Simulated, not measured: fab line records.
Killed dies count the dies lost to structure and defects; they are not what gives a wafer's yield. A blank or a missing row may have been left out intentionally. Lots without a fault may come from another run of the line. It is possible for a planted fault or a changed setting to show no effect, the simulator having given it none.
Split-lot experiment / flow n5 finfet / 21 wafers read from 4 lots, route of 1938 steps

THE SPLIT
At N5_BEOL_M15_SPUTTER_43 (material TaN, target thk 15 nm, time 24.19 s), the setting power w was moved away from the recipe's 15000 W on 9 of the 21 wafers read, by -14.9% to +16.9%. For the rest of the wafers, this setting stayed at what the recipe calls for.

The reading is taken at the split's own step.

THE READING
TaN_of_BEOL_M15_SPUTTER_43.thk nm (the simulator's own value, which no gauge read), in nm, at N5_BEOL_M15_SPUTTER_43 (material TaN, target thk 15 nm, time 24.19 s). There is no usual value for it anywhere in the file. Average 14.9 nm, standard deviation 0.17 nm, over the 12 wafers here run with the recipe.

wafer=L077.1; tool, chamber at the split=pvd sputter-01, -; power w as run, W=15000; against the recipe=recipe; TaN_of_BEOL_M15_SPUTTER_43.thk nm, nm=14.8; against lot-mates on the recipe=-
wafer=L077.2; tool, chamber at the split=pvd sputter-01, -; power w as run, W=15000; against the recipe=recipe; TaN_of_BEOL_M15_SPUTTER_43.thk nm, nm=14.8; against lot-mates on the recipe=-
wafer=L077.3; tool, chamber at the split=pvd sputter-01, -; power w as run, W=12770; against the recipe=-14.9%; TaN_of_BEOL_M15_SPUTTER_43.thk nm, nm=12.8; against lot-mates on the recipe=-1.9
wafer=L077.4; tool, chamber at the split=pvd sputter-01, -; power w as run, W=15000; against the recipe=recipe; TaN_of_BEOL_M15_SPUTTER_43.thk nm, nm=14.6; against lot-mates on the recipe=-
wafer=L077.5; tool, chamber at the split=pvd sputter-01, -; power w as run, W=12770; against the recipe=-14.9%; TaN_of_BEOL_M15_SPUTTER_43.thk nm, nm=12.2; against lot-mates on the recipe=-2.5
wafer=L077.6; tool, chamber at the split=pvd sputter-01, -; power w as run, W=12770; against the recipe=-14.9%; TaN_of_BEOL_M15_SPUTTER_43.thk nm, nm=12.6; against lot-mates on the recipe=-2.1
wafer=L084.1; tool, chamber at the split=pvd sputter-03, -; power w as run, W=13760; against the recipe=-8.3%; TaN_of_BEOL_M15_SPUTTER_43.thk nm, nm=13.8; against lot-mates on the recipe=-1.3
wafer=L084.2; tool, chamber at the split=pvd sputter-03, -; power w as run, W=13760; against the recipe=-8.3%; TaN_of_BEOL_M15_SPUTTER_43.thk nm, nm=13.8; against lot-mates on the recipe=-1.3
wafer=L084.5; tool, chamber at the split=pvd sputter-03, -; power w as run, W=13760; against the recipe=-8.3%; TaN_of_BEOL_M15_SPUTTER_43.thk nm, nm=13.8; against lot-mates on the recipe=-1.3
wafer=L084.3; tool, chamber at the split=pvd sputter-03, -; power w as run, W=15000; against the recipe=recipe; TaN_of_BEOL_M15_SPUTTER_43.thk nm, nm=15; against lot-mates on the recipe=-
wafer=L084.6; tool, chamber at the split=pvd sputter-03, -; power w as run, W=15000; against the recipe=recipe; TaN_of_BEOL_M15_SPUTTER_43.thk nm, nm=15; against lot-mates on the recipe=-
wafer=L084.4; tool, chamber at the split=pvd sputter-03, -; power w as run, W=15000; against the recipe=recipe; TaN_of_BEOL_M15_SPUTTER_43.thk nm, nm=15.2; against lot-mates on the recipe=-
wafer=L083.4; tool, chamber at the split=pvd sputter-03, -; power w as run, W=15000; against the recipe=recipe; TaN_of_BEOL_M15_SPUTTER_43.thk nm, nm=15; against lot-mates on the recipe=-
wafer=L083.5; tool, chamber at the split=pvd sputter-03, -; power w as run, W=15000; against the recipe=recipe; TaN_of_BEOL_M15_SPUTTER_43.thk nm, nm=15; against lot-mates on the recipe=-
wafer=L083.6; tool, chamber at the split=pvd sputter-03, -; power w as run, W=15000; against the recipe=recipe; TaN_of_BEOL_M15_SPUTTER_43.thk nm, nm=14.8; against lot-mates on the recipe=-
wafer=L089.1; tool, chamber at the split=pvd sputter-01, -; power w as run, W=17540; against the recipe=+16.9%; TaN_of_BEOL_M15_SPUTTER_43.thk nm, nm=17.6; against lot-mates on the recipe=+2.6
wafer=L089.2; tool, chamber at the split=pvd sputter-01, -; power w as run, W=17540; against the recipe=+16.9%; TaN_of_BEOL_M15_SPUTTER_43.thk nm, nm=17.6; against lot-mates on the recipe=+2.6
wafer=L089.5; tool, chamber at the split=pvd sputter-01, -; power w as run, W=17540; against the recipe=+16.9%; TaN_of_BEOL_M15_SPUTTER_43.thk nm, nm=17.6; against lot-mates on the recipe=+2.6
wafer=L089.3; tool, chamber at the split=pvd sputter-01, -; power w as run, W=15000; against the recipe=recipe; TaN_of_BEOL_M15_SPUTTER_43.thk nm, nm=14.8; against lot-mates on the recipe=-
wafer=L089.4; tool, chamber at the split=pvd sputter-01, -; power w as run, W=15000; against the recipe=recipe; TaN_of_BEOL_M15_SPUTTER_43.thk nm, nm=15; against lot-mates on the recipe=-
wafer=L089.6; tool, chamber at the split=pvd sputter-01, -; power w as run, W=15000; against the recipe=recipe; TaN_of_BEOL_M15_SPUTTER_43.thk nm, nm=15.2; against lot-mates on the recipe=-

THE FIT
A straight line over all 21 wafers: TaN_of_BEOL_M15_SPUTTER_43.thk nm changes by +0.157 nm for each +1% of power w; r = +0.99; the points scatter about the line by 0.18 nm.
The same after taking each lot's own level away (the mean of its wafers on the recipe; 21 wafers): +0.151 nm for each +1%; r = +1.00; scatter 0.14 nm.
Per that fit: largest power w move, reading shift of 2.6 nm.
From 14.73 to 15.07 nm: that is the span of the lots' own levels, equal to 2.0 times the standard deviation above.
Hence the lot-to-lot level has little effect on the slope; both slopes agree.
Check: for one of the wafers moved furthest among these (+16.9%), held out of the fit, the line's prediction against its lot-mates is +2.57 nm. Against them it came out at +2.6 nm.

ADDITIONAL SPLITS CARRIED BY THESE WAFERS
Note: prior to the reading, these wafers also went through further splits. Each is held against what the fit with the lots' levels taken away leaves over:
other split on the same wafers=N5_BEOL_M13_ILD_DEP_00 time s; wafers away from the commonest value=9; r with TaN_of_BEOL_M15_SPUTTER_43.thk nm (lot level and that fit taken away)=+0.07
other split on the same wafers=N5_BEOL_M15_COAT_58 spin rpm; wafers away from the commonest value=9; r with TaN_of_BEOL_M15_SPUTTER_43.thk nm (lot level and that fit taken away)=-0.32

THE FILE'S OWN FIT
TaN_of_BEOL_M15_SPUTTER_43.thk nm changes by +0.151 nm for each +1% of power w, r = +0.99.
